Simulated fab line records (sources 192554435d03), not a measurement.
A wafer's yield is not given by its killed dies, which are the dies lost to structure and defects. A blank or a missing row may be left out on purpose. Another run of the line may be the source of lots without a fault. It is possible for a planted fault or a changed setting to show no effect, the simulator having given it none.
One fault through the eyes of 2 desks    flow n5-finfet    only its own numbers are on each desk; what lay behind them is given at the end

== THE TOOL OWNER'S DESK: rie-diel-02 ==
The tool's own readings at N5_BEOL_M5_TRENCH_ETCH_37 (etches SiCOH lowk in C4F6/O2, target depth 71.652 nm, time 24.7 s): means of the sampled wafers that have a number, for each lot that ran on this tool. A lot is out of limits, marked OUT, if its mean lies more than 4 standard deviations from the usual mean; the brackets give that distance.
Columns: A = C4F6_flow_sccm at N5_BEOL_M5_TRENCH_ETCH_37, usual 10.00 sccm; B = O2_flow_sccm at N5_BEOL_M5_TRENCH_ETCH_37, usual 10.00 sccm; C = drypump-motor-current-A at N5_BEOL_M5_TRENCH_ETCH_37, usual 5.6 A; D = oes-product-au at N5_BEOL_M5_TRENCH_ETCH_37, usual 0.79 a.u.; E = rf-vpp-V at N5_BEOL_M5_TRENCH_ETCH_37, usual 680 V; F = showerhead-plenum-p-Torr at N5_BEOL_M5_TRENCH_ETCH_37, usual 2.86 Torr; G = throttle-valve-pct at N5_BEOL_M5_TRENCH_ETCH_37, usual 20.92 %
lot   first seen here  A      B      C    D     E    F     G
L912  day 11 04:29     10.00  9.98   5.7  0.77  689  2.87  20.89
L920  day 13 04:40     10.00  10.04  5.6  0.85  699  2.90  20.98
L917  day 13 05:27     10.01  10.01  5.1  0.90  698  2.91  21.05
L923  day 14 13:12     10.01  10.03  5.6  0.82  699  2.90  20.99
L934  day 16 13:38     10.00  10.00  5.6  0.77  698  2.89  20.98
L931  day 17 08:10     9.98   9.97   5.4  0.80  681  2.95  20.81
Result from this desk: across the 6 lots, nothing is out of limits.

== AT THE METROLOGY DESK ==
What the gauges read, lot by lot, whatever tool the lot ran on: means of the sampled wafers that have a number. A lot is out of limits, marked OUT, if its mean lies more than 4 standard deviations from the usual mean; the brackets give that distance. It has 31 readings, of which 7 appear: the earliest out of limits, and the ones furthest out on some lot.
Columns: A = trench-depth-nm at N5_BEOL_M5_OCD_MEAS_38, usual 71.0 nm; B = M5_THK at N5_BEOL_M5_THK_MEAS_53, usual 61.6 nm; C = M5_RS at N5_BEOL_M5_RS_MEAS_57, usual 0.393 ohm/sq; D = COMB_M9 at N5_BEOL_M15_RC_MEAS_101, usual 1.5e-11 S/m; E = COMB_M9_max_site at N5_BEOL_M15_RC_MEAS_101, usual 2.1e-11 S/m; F = SERP_M5 at N5_BEOL_M15_RC_MEAS_101, usual 39.0 ohm/um; G = SERP_M5_max_site at N5_BEOL_M15_RC_MEAS_101, usual 40.5 ohm/um
lot   first seen here  A     B     C                 D        E        F     G
L912  day 11 04:38     70.1  62.2  0.388             1.1e-11  1.6e-11  37.5  39.0
L918  day 12 18:34     72.3  63.5  0.379             1.6e-11  2.1e-11  39.7  41.7
L920  day 13 04:50     72.0  63.3  0.379             1.2e-11  1.6e-11  38.0  39.4
L917  day 13 05:37     72.7  63.9  0.375             2.3e-11  3.5e-11  38.3  39.3
L924  day 13 16:02     72.0  62.5  0.386             1.6e-11  2.3e-11  37.2  38.3
L923  day 14 13:22     70.8  62.2  0.387             1.4e-11  1.7e-11  38.7  40.4
L925  day 16 00:43     72.5  62.6  0.385             1.7e-11  2.4e-11  37.7  38.8
L932  day 16 13:19     70.3  61.0  0.397             1.3e-11  1.8e-11  40.6  42.1
L934  day 16 13:47     65.1  54.9  0.468 (+4.4) OUT  1.5e-11  2.2e-11  46.5  48.4
L931  day 17 08:20     66.0  55.8  0.457             1.4e-11  1.8e-11  44.1  45.8
Per this desk, out of limits: L934; the first was L934, day 16 23:01 (M5_RS at N5_BEOL_M5_RS_MEAS_57). L912, L918, L920, L917, L924, L923, L925, L932, L931: within limits.

== PUT TOGETHER ==
An alarm was possible from the metrology desk at day 16 23:01, on L934.
The desk of the tool owner found nothing out of limits.
The tool owner's desk has L934 on record, within its limits.
The lots listed all ran N5_BEOL_M5_TRENCH_ETCH_37 on rie-diel-02.

== WHAT HAD BEEN PUT IN BY THE SIMULATOR ==
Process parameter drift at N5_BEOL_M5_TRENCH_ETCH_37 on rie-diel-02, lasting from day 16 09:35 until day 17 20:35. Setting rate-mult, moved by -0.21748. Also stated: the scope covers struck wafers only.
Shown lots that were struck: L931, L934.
Per desk, hours elapsed from the start of the fault to the first reading out of limits: for the metrology desk, 13.
